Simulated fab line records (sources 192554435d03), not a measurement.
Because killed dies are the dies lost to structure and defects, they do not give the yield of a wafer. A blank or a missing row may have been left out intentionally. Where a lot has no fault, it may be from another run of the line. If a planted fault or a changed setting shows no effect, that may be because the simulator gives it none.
A lot that was struck, set against a sound lot + flow n5 finfet + 15 out of 1938 route steps
Sound: these wafers, L308.3, L308.4, L308.5. Wafers L320.1, L320.3, L320.5 were the ones struck. The cause is named last.
Order at every step that has rows: each side's tool, ch and its chambers, its first start. Under that, the readings that differ: sound wafers + struck wafers + difference of the means + sigmas: that difference in standard deviations of wafers without a fault.
alike: a reading whose means differ by less than 2 such deviations, as well as words and numbers matching on both sides. not compared: withheld readings; readings where some wafer has no value; bounds like >300 that might hide an equal value; numbers whose values overlap and for which the record gives no deviation.
The two part at a step that has a row with sigmas, a row that says differs or no value, or rows on one side only. Non-overlapping numbers with no deviation appear without sigmas and do not part them. A reading that every wafer of one side lacks parts them only if that side has two wafers or more.

N5_BEOL_M0_ETCH_138: etches SiCN in CH3F/O2, target depth 12 nm, time 31.6 s.
  sound on rie diel-04 ch 1,2, day 7 19:01; struck on rie diel-03 ch 0,1,3, day 11 01:56
  alike: drypump motor current A, etch rf on time s, oes product au, rf vpp V, showerhead plenum p Torr, throttle valve pct
  not compared: rf hours counter h
N5_BEOL_M0_HM_OPEN_105: chemistry Cl2/BCl3, target TiN, target depth 12 nm.
  sound on rie metal-01 ch 0,1, day 7 19:35; struck on rie metal-01 ch 0,1, day 11 02:47
  alike: drypump motor current A, oes product au, throttle valve pct
  not compared: rf hours counter h
then, 3 steps without rows for these wafers: N5_BEOL_M0_STRIP_140 (strips in CF4); N5_BEOL_M0_STRIP_104 (strips in N2/H2); N5_BEOL_M0_WET_ETCH_106 (etches SiO2 in DHF, target depth 130 nm, rinse time 30 s).
N5_BEOL_M0_ETCH_128: etches SiCN in CF4/N2, target depth 12 nm, overetch 5.1 nm, time 21.4 s.
  sound on rie diel-03 ch 1,2, day 7 19:51; struck on rie diel-01 ch 0,1, day 11 03:59
  alike: drypump motor current A, oes product au, rf vpp V, showerhead plenum p Torr, throttle valve pct
  not compared: rf hours counter h
N5_BEOL_M0_TRENCH_ETCH_107: etches SiOC in C4F6/O2, target depth 32.8 nm, time 16.4 s.
  sound on rie diel-03 ch 1,2, day 7 19:53; struck on rie diel-01 ch 0,1, day 11 04:02
  alike: drypump motor current A, oes product au, rf vpp V, showerhead plenum p Torr, throttle valve pct
  not compared: rf hours counter h
then, 1 step without rows for these wafers: N5_BEOL_M0_STRIP_142 (strips in N2/H2, time 10 s).
N5_BEOL_M0_OCD_MEAS_108:
  sound: ocd-02 at day 7 20:00; struck: ocd-02 at day 11 04:08
  alike: trench depth nm
then, 2 steps without rows for these wafers: N5_BEOL_M0_HM_STRIP_129 (strips TiN in peroxide tin strip, target depth 17 nm, time 108 s); N5_BEOL_M0_SRD_130 (time 30 s).
N5_BEOL_M0_ETCH_109: etches SiCN in CH3F/O2, target depth 8 nm, overetch 2.4 nm, time 27.4 s.
  sound on rie diel-04 ch 1,2,3, day 7 20:17; struck on rie diel-03 ch 1,2,3, day 11 04:39
  alike: drypump motor current A, oes product au, rf vpp V, showerhead plenum p Torr, throttle valve pct
  not compared: rf hours counter h
N5_BEOL_M0_STRIP_139: strips in post etch residue remover, time 60 s.
  sound on wet bench-02 ch 0,3,7, day 7 20:24; struck on wet bench-02 ch 0,5,6, day 11 04:45
  no value came back on the struck wafers for run length s (s), temp c (C); on the sound wafers run length s (s) reads 68.1 66.6 65.8
then, 1 step without rows for these wafers: N5_BEOL_M0_SRD_111 (time 30 s).
N5_BEOL_M4_RC_MEAS_101:
  sound on prober-01 ch 0, day 9 17:28; struck on prober-01 ch 0, day 12 21:28
  alike: DIBL_N, DIBL_P, IOFF_N, IOFF_P, ION_N, ION_P, SS_N, SS_P, VT_N, VT_P

## WHERE THEY PART
Only at N5_BEOL_M0_STRIP_139, as far as this record shows. Later steps at which nothing parts them and some readings are alike: N5_BEOL_M4_RC_MEAS_101.

WHY: whatever the simulator had introduced
At N5_BEOL_M0_STRIP_139, the step was skipped entirely on wet bench-02 from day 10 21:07 on. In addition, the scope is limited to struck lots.
